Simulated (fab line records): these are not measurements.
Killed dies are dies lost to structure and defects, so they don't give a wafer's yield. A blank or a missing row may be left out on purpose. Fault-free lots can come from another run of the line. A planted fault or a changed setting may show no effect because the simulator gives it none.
Chamber matching || flow nandHarc || 4 sister chambers for NHARC_A_M1_CMP_23 on cmp-01
The step polishes, t overpolish 20 s, target thk 154.34 nm. 27 wafers are shown with their chamber, then 12 later ones without.

WAFERS WITH THEIR CHAMBER
{"wafer": "L075.3", "chamber": 2, "motorCurrentA (A)": 10.3, "timeToEndpointS (s)": 28.8}
{"wafer": "L075.4", "chamber": 1, "motorCurrentA (A)": 11.9, "timeToEndpointS (s)": 29.0}
{"wafer": "L075.6", "chamber": 3, "motorCurrentA (A)": 11.2, "timeToEndpointS (s)": 28.3}
{"wafer": "L077.2", "chamber": 3, "motorCurrentA (A)": 12.2, "timeToEndpointS (s)": 29.5}
{"wafer": "L077.3", "chamber": 1, "motorCurrentA (A)": 11.4, "timeToEndpointS (s)": 27.6}
{"wafer": "L077.5", "chamber": 2, "motorCurrentA (A)": 11.1, "timeToEndpointS (s)": 28.2}
{"wafer": "L076.3", "chamber": 3, "motorCurrentA (A)": 12.1, "timeToEndpointS (s)": 27.6}
{"wafer": "L076.4", "chamber": 1, "motorCurrentA (A)": 11.9, "timeToEndpointS (s)": 29.9}
{"wafer": "L076.6", "chamber": 3, "motorCurrentA (A)": 11.4, "timeToEndpointS (s)": 27.4}
{"wafer": "L084.1", "chamber": 0, "motorCurrentA (A)": 10.4, "timeToEndpointS (s)": 24.8}
{"wafer": "L084.3", "chamber": 1, "motorCurrentA (A)": 12.3, "timeToEndpointS (s)": 25.9}
{"wafer": "L084.5", "chamber": 2, "motorCurrentA (A)": 10.6, "timeToEndpointS (s)": 25.7}
{"wafer": "L083.1", "chamber": 2, "motorCurrentA (A)": 11.4, "timeToEndpointS (s)": 24.5}
{"wafer": "L083.5", "chamber": 3, "motorCurrentA (A)": 11.4, "timeToEndpointS (s)": 24.9}
{"wafer": "L083.6", "chamber": 0, "motorCurrentA (A)": 10.8, "timeToEndpointS (s)": 25.1}
{"wafer": "L085.2", "chamber": 3, "motorCurrentA (A)": 12.0, "timeToEndpointS (s)": 26.4}
{"wafer": "L085.4", "chamber": 2, "motorCurrentA (A)": 10.5, "timeToEndpointS (s)": 26.0}
{"wafer": "L085.6", "chamber": 0, "motorCurrentA (A)": 9.9, "timeToEndpointS (s)": 26.0}
{"wafer": "L086.1", "chamber": 1, "motorCurrentA (A)": 11.8, "timeToEndpointS (s)": 29.7}
{"wafer": "L086.3", "chamber": 2, "motorCurrentA (A)": 11.0, "timeToEndpointS (s)": 28.8}
{"wafer": "L086.4", "chamber": 3, "motorCurrentA (A)": 11.8, "timeToEndpointS (s)": 26.0}
{"wafer": "L087.2", "chamber": 0, "motorCurrentA (A)": 10.5, "timeToEndpointS (s)": 26.6}
{"wafer": "L087.4", "chamber": 2, "motorCurrentA (A)": 10.3, "timeToEndpointS (s)": 26.2}
{"wafer": "L087.6", "chamber": 2, "motorCurrentA (A)": 10.9, "timeToEndpointS (s)": 24.9}
{"wafer": "L089.4", "chamber": 0, "motorCurrentA (A)": 10.1, "timeToEndpointS (s)": 27.8}
{"wafer": "L089.5", "chamber": 1, "motorCurrentA (A)": 11.5, "timeToEndpointS (s)": 28.0}
{"wafer": "L089.6", "chamber": 2, "motorCurrentA (A)": 11.3, "timeToEndpointS (s)": 27.6}

SIGNATURES, as means of the wafers listed above
{"reading": "motorCurrentA", "chamber 0": 10.340, "chamber 1": 11.800, "chamber 2": 10.822, "chamber 3": 11.729, "scatter within a chamber": 0.38}
{"reading": "timeToEndpointS", "chamber 0": 26.060, "chamber 1": 28.350, "chamber 2": 26.744, "chamber 3": 27.157, "scatter within a chamber": 1.52}
Rule: a wafer lies at a distance from a chamber equal to the root of the sum of squares, over the readings, of (its reading less the chamber's mean, divided by the reading's scatter). The wafer belongs to the nearest chamber; if the next one is less than 2 further off, it can't be placed. How the scatter is found: for the shown wafers, subtract from each reading the mean of its chamber, square and add these, divide the total by (wafers less chambers), then take the root.

WAFERS WITHOUT THEIR CHAMBER
{"wafer": "L091.1", "motorCurrentA (A)": 10.5, "timeToEndpointS (s)": 29.2}
{"wafer": "L091.4", "motorCurrentA (A)": 10.8, "timeToEndpointS (s)": 28.2}
{"wafer": "L091.5", "motorCurrentA (A)": 11.9, "timeToEndpointS (s)": 28.2}
{"wafer": "L093.2", "motorCurrentA (A)": 12.2, "timeToEndpointS (s)": 31.4}
{"wafer": "L093.3", "motorCurrentA (A)": 10.5, "timeToEndpointS (s)": 29.9}
{"wafer": "L093.6", "motorCurrentA (A)": 11.6, "timeToEndpointS (s)": 27.5}
{"wafer": "L094.4", "motorCurrentA (A)": 12.2, "timeToEndpointS (s)": 25.7}
{"wafer": "L094.5", "motorCurrentA (A)": 11.7, "timeToEndpointS (s)": 24.8}
{"wafer": "L094.6", "motorCurrentA (A)": 10.8, "timeToEndpointS (s)": 27.5}
{"wafer": "L095.2", "motorCurrentA (A)": 12.1, "timeToEndpointS (s)": 28.4}
{"wafer": "L095.3", "motorCurrentA (A)": 10.4, "timeToEndpointS (s)": 27.1}
{"wafer": "L095.6", "motorCurrentA (A)": 11.9, "timeToEndpointS (s)": 28.6}

WHICH CHAMBER EACH ONE RAN IN
{"wafer": "L091.1", "from the rows above": "can't be placed: 2 or 0 or 1 or 3", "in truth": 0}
{"wafer": "L091.4", "from the rows above": "can't be placed: 2 or 0 or 3 or 1", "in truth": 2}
{"wafer": "L091.5", "from the rows above": "can't be placed: 1 or 3", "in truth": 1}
{"wafer": "L093.2", "from the rows above": "can't be placed: 1 or 3", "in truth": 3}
{"wafer": "L093.3", "from the rows above": "can't be placed: 2 or 0 or 1 or 3", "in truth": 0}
{"wafer": "L093.6", "from the rows above": "can't be placed: 3 or 1 or 2", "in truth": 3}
{"wafer": "L094.4", "from the rows above": "can't be placed: 3 or 1", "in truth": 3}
{"wafer": "L094.5", "from the rows above": "can't be placed: 3 or 1 or 2", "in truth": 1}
{"wafer": "L094.6", "from the rows above": "can't be placed: 2 or 0 or 3", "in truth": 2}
{"wafer": "L095.2", "from the rows above": "can't be placed: 1 or 3", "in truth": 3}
{"wafer": "L095.3", "from the rows above": "can't be placed: 0 or 2", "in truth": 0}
{"wafer": "L095.6", "from the rows above": "can't be placed: 1 or 3", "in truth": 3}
Placed correctly: 0 of 12. These rows do not allow placing 12 (true chamber among the candidates in 12). Placed wrongly: 0.
